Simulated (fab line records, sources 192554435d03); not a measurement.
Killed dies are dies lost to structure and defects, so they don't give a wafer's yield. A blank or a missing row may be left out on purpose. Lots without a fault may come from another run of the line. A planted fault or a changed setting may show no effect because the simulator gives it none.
fab line records | flow n5_finfet
record lots=5 wafers=15 last_day=18
route steps=1938 shown BEOL_M12@1644 BEOL_M13@1659
lots that met no fault: from a run of the same line without faults
start_h: hours from the record's first day to the start of the lot's first wafer shown | wait_h: hours since the lot's step before | " the same as in the row above | L1.1+2: a row that stands for several wafers | - no value, or no start given | * or withheld: withheld | < > ~ a bound
route shown NAME@n: a module of which the file shows steps, and the number in the route of the first | usual: mean/standard deviation of fault-free wafers | same: alike in all rows | chamber/n: place in a boat | sites: the reading at each site | _std_site: their standard deviation | _edge_site: outer sites' mean less inner sites' | radius_mm: how far each site lies from the wafer's centre | mask NAME#n: copy n | behind: the tool/chamber that last shaped the wafer | hold: why the lot was held/for how many hours/how that ended | device: the transistor (n, p or np) that didn't switch | end of line: the same wafers' tests at the end of the route | a step without rows: its recipe alone | killed: dies lost to structure and defects at the first sort, not the wafer's yield | map: a wafer's dies, x killed, . not, _ none there
set.NAME: the setting as run; set.NAME@STEP: as run at that earlier step | model.NAME: the simulator's own value behind a step, which no gauge read
lots at some steps of the route; a table a step, a row a wafer
services: from which hour (start_h, from the record's first day; less than 0 if before it) a tool's chamber was out of use, for how many hours, and why
## steps
# step N5_BEOL_M12_PRECLEAN_39
# recipe chemistry=residue_remover time_s=60 temp_c=40
# columns lot.wafer tool chamber start_h wait_h
L076.1+5+6 wet_bench-05 4,2,3 274.95 0.1
L079.1+2+5 wet_bench-05 0,4,1 279.65 0.1
L081.1+4+6 wet_bench-03 3,4,7 280.21 0.1
L095.3+5+6 wet_bench-05 6,4,0 383.93 0.1
L094.1+4+6 wet_bench-05 1,0,5 384.41 0.1
# step N5_BEOL_M12_SRD_40
# recipe time_s=30 temp_c=23 rinse_liquid=diw dry=n2_spin spin_rpm=1500 dry_time_s=30
# columns lot.wafer tool chamber start_h wait_h
L076.1+5+6 wet_bench-05 4,2,3 274.97 0.0
L079.1+2+5 wet_bench-05 0,4,1 279.67 0.0
L081.1+4+6 wet_bench-03 3,4,7 280.23 0.0
L095.3+5+6 wet_bench-05 6,4,0 383.95 0.0
L094.1+4+6 wet_bench-05 1,0,5 384.43 0.0
# step N5_BEOL_M12_DEGAS_41
# recipe ambient=vacuum temp_c=250 time_s=60
# usual heater_power_w=336/23
# columns lot.wafer tool chamber start_h wait_h heater_power_w
L076.1 pvd_sputter-02 - 275.34 0.4 310
L076.5 " - " " 332
L076.6 " - " " 367
L079.1 pvd_sputter-03 - 279.95 0.3 314
L079.2 " - " " 319
L079.5 " - " " 317
L081.1 pvd_sputter-02 - 280.64 0.4 324
L081.4 " - " " 367
L081.6 " - " " 373
L095.3 pvd_sputter-03 - 384.27 0.3 313
L095.5 " - " " 357
L095.6 " - " " 322
L094.1 pvd_sputter-02 - 384.73 0.3 332
L094.4 " - " " 349
L094.6 " - " " 384
# step N5_BEOL_M12_PRE_CLEAN_42
# recipe gas=H2/He time_s=30 temp_c=250
# usual heater_power_w=335/23
# columns lot.wafer tool chamber start_h wait_h heater_power_w
L076.1 pvd_sputter-02 - 275.38 0.0 306
L076.5 " - " " 334
L076.6 " - " " 378
L079.1 pvd_sputter-03 - 279.99 0.0 322
L079.2 " - " " 314
L079.5 " - " " 312
L081.1 pvd_sputter-02 - 280.68 0.0 325
L081.4 " - " " 369
L081.6 " - " " 369
L095.3 pvd_sputter-03 - 384.31 0.0 302
L095.5 " - " " 354
L095.6 " - " " 314
L094.1 pvd_sputter-02 - 384.77 0.0 329
L094.4 " - " " 355
L094.6 " - " " 379
# step N5_BEOL_M12_SPUTTER_43
# recipe material=TaN target_thk_a=150 temp_c=50 bias_v=168.6 power_w=15000 chamber_pressure_pa=0.12 time_s=24.19
# usual substrate_temp_c=50.00/0.11 throttle_valve_pct=30.2/0.93
# columns lot.wafer tool chamber start_h wait_h substrate_temp_c throttle_valve_pct
L076.1 pvd_sputter-02 - 275.42 0.0 49.73 29.6
L076.5 " - " " 49.84 29.8
L076.6 " - " " 50.07 30.1
L079.1 pvd_sputter-03 - 280.03 0.0 50.00 30.9
L079.2 " - " " 49.91 31.4
L079.5 " - " " 50.17 31.6
L081.1 pvd_sputter-02 - 280.72 0.0 49.93 30.0
L081.4 " - " " 50.16 31.6
L081.6 " - " " 50.06 30.1
L095.3 pvd_sputter-03 - 384.35 0.0 49.90 31.3
L095.5 " - " " 49.93 29.1
L095.6 " - " " 50.13 30.7
L094.1 pvd_sputter-02 - 384.81 0.0 49.95 30.3
L094.4 " - " " 49.93 31.8
L094.6 " - " " 50.04 29.9
# step N5_BEOL_M12_SPUTTER_44
# recipe material=Ta target_thk_a=100 temp_c=50 bias_v=80 power_w=15000 chamber_pressure_pa=0.07 time_s=16.13
# usual substrate_temp_c=49.99/0.12 throttle_valve_pct=30.3/0.9
# columns lot.wafer tool chamber start_h wait_h substrate_temp_c throttle_valve_pct
L076.1 pvd_sputter-02 - 275.50 0.0 49.93 29.5
L076.5 " - " " 49.89 30.1
L076.6 " - " " 50.06 29.9
L079.1 pvd_sputter-03 - 280.11 0.0 50.18 30.9
L079.2 " - " " 50.11 31.5
L079.5 " - " " 49.98 31.5
L081.1 pvd_sputter-02 - 280.80 0.0 49.97 29.8
L081.4 " - " " 50.02 31.5
L081.6 " - " " 50.03 30.1
L095.3 pvd_sputter-03 - 384.43 0.0 49.94 31.4
L095.5 " - " " 49.95 29.0
L095.6 " - " " 50.17 30.4
L094.1 pvd_sputter-02 - 384.89 0.0 49.76 30.0
L094.4 " - " " 49.96 31.7
L094.6 " - " " 49.96 30.1
# step N5_BEOL_M12_SPUTTER_45
# recipe material=Cu target_thk_a=800 temp_c=-20 bias_v=60 power_w=26000 chamber_pressure_pa=0.13 time_s=13.33
# usual substrate_temp_c=-19.99/0.1 throttle_valve_pct=30.2/0.9
# columns lot.wafer tool chamber start_h wait_h substrate_temp_c throttle_valve_pct
L076.1 pvd_sputter-02 - 275.58 0.0 -19.91 29.5
L076.5 " - " " -19.87 29.8
L076.6 " - " " -20.02 30.1
L079.1 pvd_sputter-03 - 280.19 0.0 -20.01 30.4
L079.2 " - " " -19.84 31.4
L079.5 " - " " -19.93 31.5
L081.1 pvd_sputter-02 - 280.88 0.0 -20.17 30.0
L081.4 " - " " -20.21 31.7
L081.6 " - " " -19.88 30.0
L095.3 pvd_sputter-03 - 384.51 0.0 -19.84 31.4
L095.5 " - " " -19.96 29.1
L095.6 " - " " -20.18 30.9
L094.1 pvd_sputter-02 - 384.97 0.0 -20.03 30.3
L094.4 " - " " -19.98 31.7
L094.6 " - " " -19.98 30.0
# step N5_BEOL_M12_ECD_47
# recipe material=Cu target_thk_a=7200
# columns lot.wafer tool chamber start_h wait_h
L076.1+5+6 ecd_cu-02 1,0,1 275.70 0.1
L079.1+2+5 ecd_cu-01 1,0,1 280.31 0.1
L081.1+4+6 ecd_cu-02 1 281.00 0.1
L095.3+5+6 ecd_cu-02 1,1,0 384.67 0.1
L094.1+4+6 ecd_cu-02 0,0,1 385.08 0.1
# step N5_BEOL_M12_ANNEAL_48
# recipe temp_c=225 time_s=90 ambient=N2
# usual wafer_temp_C_max=226.1/0.31
# columns lot.wafer tool chamber start_h wait_h wafer_temp_C_max
L076.1 rtp_anneal-01 0 276.00 0.3 226.5
L076.5 " 0 " " 226.1
L076.6 " 0 " " 226.3
L079.1 rtp_anneal-02 0 280.45 0.1 225.6
L079.2 " 0 " " 225.9
L079.5 " 0 " " 225.9
L081.1 rtp_anneal-02 0 281.14 0.1 226.2
L081.4 " 0 " " 226.3
L081.6 " 0 " " 225.7
L095.3 rtp_anneal-02 0 385.01 0.3 225.7
L095.5 " 0 " " 225.9
L095.6 " 0 " " 225.5
L094.1 rtp_anneal-02 0 385.46 0.3 226.2
L094.4 " 0 " " 225.8
L094.6 " 0 " " 226.5
# step N5_BEOL_M12_CMP_49
# recipe stop_on=SiOC t_overpolish_s=20.6 down_force_psi=1 platen_rpm=50 clearing_platen_down_force_psi=1.5 clearing_platen_rpm=50 post_cmp_clean=cu_alkaline target_thk_nm=320 clearing_platen_pad_velocity_m_s=0.99484 pad_velocity_m_s=0.99484
# usual barrier_field_endpoint_s=31.0/1.1 motor_current_A=6.0/0.72 overpolish_run_s=20.600/0.0086 pad_life_wafers=978/620 retaining_ring_pressure_frac=1.000/0.005
# columns lot.wafer tool chamber start_h wait_h barrier_field_endpoint_s motor_current_A overpolish_run_s pad_life_wafers retaining_ring_pressure_frac
L076.1 cmp-01 0 276.33 0.3 29.3 5.6 20.600 2191 1.010
L076.5 " 3 " " 30.2 5.1 20.586 - 1.000
L076.6 " 0 " " 29.8 5.6 20.609 - 0.994
L079.2 cmp-02 1 280.75 0.2 29.6 5.6 20.597 1746 0.989
L079.1 " 3 " " 30.5 6.7 20.593 1748 0.997
L079.5 " 2 " " 29.2 6.1 20.609 - 0.994
L081.1 cmp-03 0 281.48 0.3 31.1 5.8 20.600 613 0.996
L081.4 " 1 " " 31.7 5.7 20.618 614 1.010
L081.6 " 0 " " 31.5 5.6 20.581 - 1.004
L095.3 cmp-03 3 385.22 0.2 28.6 5.5 20.587 1488 0.997
L095.5 " 3 " " 30.2 5.5 20.613 - 0.999
L095.6 " 0 " " 32.1 5.4 20.599 - 1.001
L094.4 cmp-03 2 385.76 0.1 31.3 7.3 20.591 1494 1.000
L094.1 " 0 " " 33.4 5.6 20.587 1496 0.997
L094.6 " 2 " " 31.1 7.6 20.603 - 1.007
# step N5_BEOL_M12_THK_MEAS_50
# recipe thk_meas_gauge=xrf reads=Cu_of_BEOL_M12_ECD_47
# usual M12_THK=322/4.8
# columns lot.wafer tool chamber start_h wait_h M12_THK[nm]
L076.1 film_metro-02 - 276.59 - 325
L076.5 " - " " 327
L076.6 " - " " 316
L079.1 film_metro-01 - 281.05 - 319
L079.2 " - " " 324
L079.5 " - " " 318
L081.1 film_metro-01 - 281.73 - 326
L081.4 " - " " 323
L081.6 " - " " 320
L095.3 film_metro-02 - 385.52 - 320
L095.5 " - " " 332
L095.6 " - " " 331
L094.1 film_metro-02 - 386.06 - 326
L094.4 " - " " 323
L094.6 " - " " 324
# step N5_BEOL_M12_PRE_CLEAN_52
# recipe gas=NH3 time_s=15 temp_c=withheld rf_power_w=300
# columns lot.wafer tool chamber start_h wait_h
L076.1+5+6 pecvd-01 2,1,2 276.63 0.0
L079.1+2+5 pecvd-03 0,2,1 281.08 0.0
L081.1+4+6 pecvd-01 1,2,1 281.77 0.0
L095.3+5+6 pecvd-04 2,2,0 385.57 0.0
L094.1+4+6 pecvd-03 2,0,2 386.09 0.0
# step N5_BEOL_M12_DEP_53
# recipe material=SiCN target_thk_a=300 temp_c=withheld precursor=3MS/NH3 pressure_torr=3 rf_w=675 time_s=10.5
# usual showerhead_plenum_p_Torr=4.167/0.025 throttle_valve_pct=17.9/0.59
# columns lot.wafer tool chamber start_h wait_h showerhead_plenum_p_Torr throttle_valve_pct
L076.1 pecvd-01 2 276.65 0.0 4.180 17.4
L076.5 " 1 " " 4.194 17.2
L076.6 " 2 " " 4.168 17.4
L079.1 pecvd-03 0 281.11 0.0 4.159 18.2
L079.2 " 2 " " 4.158 17.6
L079.5 " 1 " " 4.123 18.4
L081.1 pecvd-01 1 281.80 0.0 4.196 17.3
L081.4 " 2 " " 4.167 17.5
L081.6 " 1 " " 4.198 17.0
L095.3 pecvd-04 2 385.61 0.0 4.187 18.2
L095.5 " 2 " " 4.181 18.0
L095.6 " 0 " " 4.171 18.0
L094.1 pecvd-03 2 386.12 0.0 4.144 17.4
L094.4 " 0 " " 4.155 18.1
L094.6 " 2 " " 4.152 17.7
# step N5_BEOL_M12_RS_MEAS_54
# recipe thk_meas_gauge=four-point-probe reads=Cu_of_BEOL_M12_ECD_47+Ta_of_BEOL_M12_SPUTTER_44+TaN_of_BEOL_M12_SPUTTER_43
# usual M12_RS=0.0594/0.00087
# columns lot.wafer tool chamber start_h wait_h M12_RS[ohm/sq]
L076.1 film_metro-01 - 276.72 0.0 0.0598
L076.5 " - " " 0.0593
L076.6 " - " " 0.0614
L079.1 film_metro-01 - 281.17 0.0 0.0596
L079.2 " - " " 0.0586
L079.5 " - " " 0.0598
L081.1 film_metro-01 - 281.86 0.0 0.0587
L081.4 " - " " 0.0591
L081.6 " - " " 0.0601
L095.3 film_metro-02 - 385.67 0.0 0.0602
L095.5 " - " " 0.0579
L095.6 " - " " 0.0585
L094.1 film_metro-02 - 386.18 0.0 0.0585
L094.4 " - " " 0.0599
L094.6 " - " " 0.0596
# step N5_BEOL_M12_INSPECT_55
# recipe inspect_instrument=darkfield mode=post_dep
# usual raw_defect_count=61/19
# columns lot.wafer tool chamber start_h wait_h raw_defect_count
L076.1 defect_inspect-01 - 276.74 0.0 51
L076.5 " - " " 60
L076.6 " - " " 65
L079.1 defect_inspect-01 - 281.20 0.0 50
L079.2 " - " " 65
L079.5 " - " " 48
L081.1 defect_inspect-01 - 281.88 0.0 70
L081.4 " - " " 55
L081.6 " - " " 63
L095.3 defect_inspect-01 - 385.70 0.0 84
L095.5 " - " " 63
L095.6 " - " " 70
L094.1 defect_inspect-02 - 386.21 0.0 42
L094.4 " - " " 46
L094.6 " - " " 30
# step N5_BEOL_M13_ILD_DEP_00
# recipe material=SiOC target_thk_a=8379.2 temp_c=350 precursor=DEMS/O2 pressure_torr=5 rf_w=500 time_s=166.4
# usual heater_power_w=487/72 showerhead_plenum_p_Torr=5.695/0.016 throttle_valve_pct=12.0/0.35
# columns lot.wafer tool chamber start_h wait_h heater_power_w showerhead_plenum_p_Torr throttle_valve_pct
L076.1 pecvd-03 2 276.78 0.0 424 5.697 11.5
L076.5 " 0 " " 465 5.694 11.6
L076.6 " 2 " " 451 5.692 11.4
L079.1 pecvd-03 1 281.24 0.0 511 5.679 12.4
L079.2 " 2 " " 424 5.700 11.2
L079.5 " 2 " " 441 5.692 11.5
L081.1 pecvd-04 1 281.92 0.0 427 5.708 12.5
L081.4 " 0 " " 590 5.688 12.0
L081.6 " 1 " " 436 5.735 12.7
L095.3 pecvd-03 1 385.73 0.0 453 5.661 12.2
L095.5 " 2 " " 351 5.697 11.7
L095.6 " 1 " " 495 5.670 12.8
L094.1 pecvd-04 2 386.24 0.0 505 5.712 12.3
L094.4 " 0 " " 498 5.702 11.8
L094.6 " 2 " " 564 5.714 12.1
# step N5_BEOL_M13_THK_MEAS_01
# recipe reads=SiOC_of_BEOL_M13_ILD_DEP_00
# usual M13_ILD_THK=839/11
# columns lot.wafer tool chamber start_h wait_h M13_ILD_THK[nm]
L076.1 film_metro-01 - 276.93 0.1 832
L076.5 " - " " 872
L076.6 " - " " 843
L079.1 film_metro-02 - 281.39 0.1 835
L079.2 " - " " 823
L079.5 " - " " 832
L081.1 film_metro-02 - 282.07 0.1 843
L081.4 " - " " 859
L081.6 " - " " 861
L095.3 film_metro-02 - 385.88 0.1 832
L095.5 " - " " 841
L095.6 " - " " 857
L094.1 film_metro-01 - 386.45 0.2 841
L094.4 " - " " 856
L094.6 " - " " 855
# step N5_BEOL_M13_COAT_58
# recipe resist=BARC temp_c=205 time_s=60 spin_rpm=1500 resist_thk_nm=89
# usual plate_temp_C=205.00/0.17
# columns lot.wafer tool chamber start_h wait_h plate_temp_C
L076.1 litho_track-01 0 276.96 0.0 205.23
L076.5 " 0 " " 204.71
L076.6 " 0 " " 204.76
L079.1 litho_track-03 0 281.42 0.0 204.96
L079.2 " 0 " " 205.00
L079.5 " 0 " " 205.04
L081.1 litho_track-01 0 282.10 0.0 205.14
L081.4 " 0 " " 205.10
L081.6 " 0 " " 205.19
L095.3 litho_track-01 0 385.92 0.0 205.14
L095.5 " 0 " " 205.01
L095.6 " 0 " " 205.01
L094.1 litho_track-01 0 386.49 0.0 205.26
L094.4 " 0 " " 205.04
L094.6 " 0 " " 204.96
# step N5_BEOL_M13_COAT_04
# recipe spin_rpm=1625 resist_thk_nm=400
# columns lot.wafer tool chamber start_h wait_h
L076.1+5+6 litho_track-01 0 - -
L079.1+2+5 litho_track-03 0 - -
L081.1+4+6 litho_track-01 0 - -
L095.3+5+6 litho_track-01 0 - -
L094.1+4+6 litho_track-01 0 - -
# step N5_BEOL_M13_EBR_06
# recipe solvent=PGMEA ebr_width_mm=1.5
# columns lot.wafer tool chamber start_h wait_h
L076.1+5+6 litho_track-01 0 - -
L079.1+2+5 litho_track-03 0 - -
L081.1+4+6 litho_track-01 0 - -
L095.3+5+6 litho_track-01 0 - -
L094.1+4+6 litho_track-01 0 - -
# step N5_BEOL_M13_SOFTBAKE_05
# recipe temp_c=130 time_s=60
# usual plate_temp_C=130.06/0.13
# columns lot.wafer tool chamber start_h wait_h plate_temp_C
L076.1 litho_track-01 0 - - 129.86
L076.5 " 0 " " 130.01
L076.6 " 0 " " 130.08
L079.1 litho_track-03 0 - - 130.14
L079.2 " 0 " " 130.16
L079.5 " 0 " " 130.17
L081.1 litho_track-01 0 - - 130.30
L081.4 " 0 " " 130.23
L081.6 " 0 " " 130.04
L095.3 litho_track-01 0 - - 130.19
L095.5 " 0 " " 130.14
L095.6 " 0 " " 130.02
L094.1 litho_track-01 0 - - 130.04
L094.4 " 0 " " 129.93
L094.6 " 0 " " 130.21
# step N5_BEOL_M13_EXPOSE_07
# recipe mask_id=V12 na=0.93 source_shape=conventional sigma_outer=0.6 polarization=unpolarized attpsm_phase_deg=180 dose_mj=24.8
# columns lot.wafer tool chamber start_h wait_h mask
L076.1+5+6 krf_scanner-02 0 277.19 - V12#0
L079.1+2+5 krf_scanner-01 0 281.64 - V12#0
L081.1+4+6 krf_scanner-01 0 282.20 - V12#0
L095.3+5+6 krf_scanner-01 0 386.03 - V12#0
L094.1+4+6 krf_scanner-01 0 386.58 - V12#0
# step N5_BEOL_M13_PEB_08
# recipe peb_temp_c=130 peb_time_s=90
# usual plate_temp_C=130.00/0.14
# same peb_time_s=90
# columns lot.wafer tool chamber start_h wait_h plate_temp_C
L076.1 litho_track-01 0 277.24 0.1 130.10
L076.5 " 0 " " 129.92
L076.6 " 0 " " 129.94
L079.1 litho_track-03 0 281.70 0.1 129.98
L079.2 " 0 " " 129.97
L079.5 " 0 " " 130.01
L081.1 litho_track-01 0 282.26 0.1 129.77
L081.4 " 0 " " 129.64
L081.6 " 0 " " 129.78
L095.3 litho_track-01 0 386.07 0.0 129.94
L095.5 " 0 " " 129.93
L095.6 " 0 " " 129.98
L094.1 litho_track-02 0 386.64 0.1 129.91
L094.4 " 0 " " 130.08
L094.6 " 0 " " 130.01
# step N5_BEOL_M13_DEVELOP_09
# recipe develop_time_s=45 rinse_liquid=diw dry=air_spin dev_temp_c=21
# usual developer_temp_C=20.99/0.1
# columns lot.wafer tool chamber start_h wait_h developer_temp_C
L076.1 litho_track-01 0 - - 21.02
L076.5 " 0 " " 21.15
L076.6 " 0 " " 21.06
L079.1 litho_track-03 0 - - 20.96
L079.2 " 0 " " 20.98
L079.5 " 0 " " 20.87
L081.1 litho_track-01 0 - - 21.00
L081.4 " 0 " " 21.21
L081.6 " 0 " " 20.99
L095.3 litho_track-01 0 - - 21.13
L095.5 " 0 " " 20.94
L095.6 " 0 " " 20.96
L094.1 litho_track-02 0 - - 21.11
L094.4 " 0 " " 21.04
L094.6 " 0 " " 21.14
# step N5_BEOL_M13_HARDBAKE_14
# recipe temp_c=130 time_s=120
# usual plate_temp_C=130.01/0.15
# columns lot.wafer tool chamber start_h wait_h plate_temp_C
L076.1 litho_track-01 0 - - 129.97
L076.5 " 0 " " 129.88
L076.6 " 0 " " 130.04
L079.1 litho_track-03 0 - - 130.05
L079.2 " 0 " " 129.92
L079.5 " 0 " " 129.84
L081.1 litho_track-01 0 - - 129.90
L081.4 " 0 " " 129.90
L081.6 " 0 " " 130.01
L095.3 litho_track-01 0 - - 130.12
L095.5 " 0 " " 129.98
L095.6 " 0 " " 130.21
L094.1 litho_track-02 0 - - 130.19
L094.4 " 0 " " 130.07
L094.6 " 0 " " 130.13
# step N5_BEOL_M13_CD_MEAS_10
# recipe target_cd_nm=190 landing_energy_ev=500 detector=se_inlens polarity=opening
# usual cd_nm=190.3/1.6
# columns lot.wafer tool chamber start_h wait_h cd_nm
L076.1 cd_sem-02 0 277.36 - 190.6
L076.5 " 0 " " 191.2
L076.6 " 0 " " 191.2
L079.1 cd_sem-02 0 281.81 - 188.8
L079.2 " 0 " " 191.9
L079.5 " 0 " " 191.2
L081.1 cd_sem-03 0 282.38 - 192.2
L081.4 " 0 " " 192.1
L081.6 " 0 " " 191.4
L095.3 cd_sem-01 0 386.19 - 193.0
L095.5 " 0 " " 192.6
L095.6 " 0 " " 194.0
L094.1 cd_sem-03 0 386.76 - 190.7
L094.4 " 0 " " 190.9
L094.6 " 0 " " 192.0
# step N5_BEOL_M13_OVL_MEAS_11
# recipe points_per_wafer=44
# usual V12_OVL=2/5.4
# columns lot.wafer tool chamber start_h wait_h V12_OVL[nm]
L076.1 overlay-01 0 277.39 0.0 6
L076.5 " 0 " " 6
L076.6 " 0 " " 6
L079.1 overlay-01 0 281.85 0.0 3
L079.2 " 0 " " 9
L079.5 " 0 " " 5
L081.1 overlay-02 0 282.41 0.0 -12
L081.4 " 0 " " 7
L081.6 " 0 " " 7
L095.3 overlay-01 0 386.22 0.0 -9
L095.5 " 0 " " -2
L095.6 " 0 " " 2
L094.1 overlay-02 0 386.79 0.0 9
L094.4 " 0 " " -5
L094.6 " 0 " " -1
# step N5_BEOL_M13_INSPECT_12
# recipe mode=adi inspect_instrument=macro
# usual raw_defect_count=2/1.4
# columns lot.wafer tool chamber start_h wait_h raw_defect_count
L076.1 defect_inspect-02 - 277.41 0.0 3
L076.5 " - " " 4
L076.6 " - " " 1
L079.1 defect_inspect-02 - 281.87 0.0 2
L079.2 " - " " 2
L079.5 " - " " 1
L081.1 defect_inspect-02 - 282.43 0.0 3
L081.4 " - " " 5
L081.6 " - " " 1
L095.3 defect_inspect-01 - 386.24 0.0 2
L095.5 " - " " 4
L095.6 " - " " 1
L094.1 defect_inspect-02 - 386.81 0.0 3
L094.4 " - " " 4
L094.6 " - " " 4
# step N5_BEOL_M13_DESCUM_15
# recipe chemistry=O2 time_s=7.9 source_power_w=50 bias_power_w=20 pressure_mtorr=20 rf_frequency_hz=2.712e+07 temp_c=40 o2_flow_sccm=225
# usual drypump_motor_current_A=6.0/0.41 oes_product_au=0.80/0.092 rf_vpp_V=243.1/1.4 showerhead_plenum_p_Torr=2.09/0.074 throttle_valve_pct=20.42/0.29
# columns lot.wafer tool chamber start_h wait_h drypump_motor_current_A oes_product_au rf_hours_counter_h rf_vpp_V showerhead_plenum_p_Torr throttle_valve_pct
L076.1 rie_diel-03 1 277.45 0.0 5.9 0.91 36 242.1 2.03 20.19
L076.5 " 2 " " 6.6 0.70 - 243.9 2.08 20.57
L076.6 " 1 " " 5.9 0.90 - 241.4 2.03 20.20
L079.1 rie_diel-03 1 281.96 0.1 5.8 0.91 38 242.2 2.03 20.19
L079.2 " 3 " " 6.4 0.69 228 244.0 2.16 20.52
L079.5 " 0 " " 5.2 0.76 - 243.8 2.11 20.48
L081.1 rie_diel-02 1 282.48 0.0 5.8 0.72 189 241.8 2.01 20.98
L081.4 " 0 " " 6.7 0.84 81 242.1 2.13 20.16
L081.6 " 1 " " 5.8 0.72 - 241.1 2.01 20.98
L095.3 rie_diel-01 0 386.27 0.0 6.2 0.84 63 244.7 2.08 19.95
L095.5 " 2 " " 6.0 0.67 - 242.7 2.14 20.63
L095.6 " 1 " " 6.1 0.83 - 243.0 2.04 20.66
L094.1 rie_diel-01 2 386.85 0.0 6.0 0.69 221 243.0 2.14 20.63
L094.4 " 0 " " 6.2 0.85 - 243.3 2.08 19.93
L094.6 " 1 " " 6.1 0.84 - 243.4 2.04 20.67
# step N5_BEOL_M13_ETCH_59
# recipe chemistry=N2/H2 target=BARC target_depth_a=890 overetch_a=267 time_s=67.9 ion_energy_ev=200 pressure_mtorr=30 source_w=840 bias_w=150 n2_flow_sccm=200 h2_flow_sccm=200
# usual drypump_motor_current_A=6.0/0.41 oes_product_au=0.68/0.073 rf_vpp_V=523.7/2.9 showerhead_plenum_p_Torr=2.53/0.098 throttle_valve_pct=17.82/0.24
# columns lot.wafer tool chamber start_h wait_h drypump_motor_current_A oes_product_au rf_hours_counter_h rf_vpp_V showerhead_plenum_p_Torr throttle_valve_pct
L076.1 rie_diel-03 1 277.48 0.0 5.9 0.76 36 524.3 2.48 17.58
L076.5 " 2 " " 6.6 0.59 - 522.5 2.50 18.00
L076.6 " 1 " " 5.9 0.77 - 522.5 2.48 17.59
L079.1 rie_diel-03 1 281.99 0.0 5.9 0.77 38 521.6 2.48 17.58
L079.2 " 3 " " 6.4 0.60 228 526.2 2.61 17.99
L079.5 " 0 " " 5.2 0.66 - 524.2 2.53 17.71
L081.1 rie_diel-02 1 282.51 0.0 5.7 0.61 189 519.0 2.40 18.15
L081.4 " 0 " " 6.6 0.71 81 524.7 2.57 17.41
L081.6 " 1 " " 5.7 0.62 - 520.8 2.40 18.16
L095.3 rie_diel-01 0 386.31 0.0 6.2 0.72 63 524.7 2.55 17.47
L095.5 " 2 " " 6.0 0.58 - 527.2 2.60 18.14
L095.6 " 1 " " 6.0 0.71 - 523.1 2.46 17.94
L094.1 rie_diel-01 2 386.88 0.0 6.0 0.59 221 526.4 2.60 18.14
L094.4 " 0 " " 6.2 0.72 - 526.5 2.54 17.45
L094.6 " 1 " " 6.0 0.72 - 522.9 2.46 17.92
# step N5_BEOL_M13_VIA_ETCH_16
# recipe chemistry=C4F8/O2/Ar target=SiOC pressure_mtorr=30 source_w=3000 bias_w=700 Ar_flow_sccm=400 C4F8_flow_sccm=15 O2_flow_sccm=8 he_inner_torr=15 he_outer_torr=30 target_depth_a=9217 time_s=withheld ion_energy_ev=250 ends=cleared
# usual drypump_motor_current_A=6.0/0.41 he_outer_torr=30.00/0.059 oes_product_au=0.72/0.085 rf_vpp_V=665/3.4 showerhead_plenum_p_Torr=3.40/0.12 throttle_valve_pct=24.13/0.28
# columns lot.wafer tool chamber start_h wait_h drypump_motor_current_A he_outer_torr oes_product_au rf_vpp_V showerhead_plenum_p_Torr throttle_valve_pct
L076.1 rie_diel-03 1 277.53 0.0 5.8 29.99 0.82 663 3.34 24.00
L076.5 " 2 " " 6.6 29.97 0.63 663 3.32 23.96
L076.6 " 1 " " 5.9 30.02 0.81 663 3.34 24.00
L079.1 rie_diel-03 1 282.05 0.0 5.8 29.96 0.82 665 3.34 24.00
L079.2 " 3 " " 6.5 29.91 0.62 668 3.47 24.11
L079.5 " 0 " " 5.3 29.96 0.69 666 3.39 23.98
L081.1 rie_diel-02 1 282.57 0.0 5.7 30.00 0.64 662 3.27 24.67
L081.4 " 0 " " 6.6 29.98 0.75 665 3.46 23.84
L081.6 " 1 " " 5.8 29.98 0.64 661 3.27 24.66
L095.3 rie_diel-01 0 386.36 0.0 6.2 30.00 0.77 667 3.47 24.04
L095.5 " 2 " " 6.0 30.03 0.60 669 3.50 24.41
L095.6 " 1 " " 6.1 29.94 0.75 664 3.32 24.32
L094.1 rie_diel-01 2 386.93 0.0 6.0 30.00 0.61 667 3.50 24.41
L094.4 " 0 " " 6.2 30.03 0.76 667 3.47 24.05
L094.6 " 1 " " 6.1 30.11 0.74 663 3.32 24.32
# step N5_BEOL_M13_STRIP_63
# recipe chemistry=N2/H2 power_w=1000 temp_c=250 h2_frac=0.65 overash_fraction=0.3 pressure_mtorr=1000 n2_flow_sccm=1750 h2_flow_sccm=3250
# usual drypump_motor_current_A=5.7/0.49 heater_power_w=347/18 oes_product_au=0.674/0.0049 strip_time_to_endpoint_s=27.8/1.4
# columns lot.wafer tool chamber start_h wait_h drypump_motor_current_A heater_power_w oes_product_au rf_hours_counter_h strip_time_to_endpoint_s
L076.1 plasma_asher-01 0 278.21 - 5.1 374 0.671 83 28.6
L076.5 " 0 " " 5.1 367 0.673 - 24.6
L076.6 " 1 " " 6.4 334 0.670 - 28.2
L079.1 plasma_asher-02 0 282.28 - 5.8 329 0.676 121 29.3
L079.2 " 1 " " 5.5 349 0.675 121 29.0
L079.5 " 0 " " 5.8 325 0.675 - 29.1
L081.1 plasma_asher-02 0 282.80 - 5.8 322 0.677 121 28.3
L081.4 " 1 " " 5.5 348 0.670 - 26.5
L081.6 " 0 " " 5.8 335 0.673 - 26.2
L095.3 plasma_asher-01 1 386.62 - 6.5 331 0.677 - 29.1
L095.5 " 0 " " 5.1 376 0.676 - 27.5
L095.6 " 1 " " 6.4 336 0.675 - 27.1
L094.1 plasma_asher-01 0 387.18 - 5.1 377 0.675 106 27.9
L094.4 " 1 " " 6.4 336 0.670 - 26.9
L094.6 " 0 " " 5.1 366 0.668 - 27.2
## services
# columns tool chamber start_h hours kind
ecd_cu-02 - 254.18 1.9 repair
rie_diel-01 3 254.41 9.7 repair
rie_diel-02 3 255.88 9.2 repair
krf_scanner-02 - 262.47 1.0 pm
cmp-03 - 265.10 2.1 repair
krf_scanner-02 - 267.42 0.8 pm
rie_diel-03 3 274.13 5.8 repair
rie_diel-01 3 275.10 4.1 repair
cmp-01 - 278.70 4.0 pm
ecd_cu-02 - 283.06 1.0 repair
cmp-01 - 284.29 0.9 repair
krf_scanner-02 - 298.06 1.3 pm
pecvd-01 1 303.86 4.9 repair
rie_diel-03 0 311.45 3.0 repair
rtp_anneal-02 - 316.34 5.9 pm
rie_diel-02 1 338.28 8.1 repair
wet_bench-05 - 345.41 2.0 repair
plasma_asher-02 - 346.46 2.8 pm
krf_scanner-01 - 355.64 0.8 pm
krf_scanner-01 - 356.92 1.0 pm
rie_diel-02 - 367.53 0.8 repair
pecvd-04 - 372.50 1.2 repair
krf_scanner-01 - 378.24 1.3 pm
krf_scanner-01 - 382.43 0.4 repair
## key
fault none
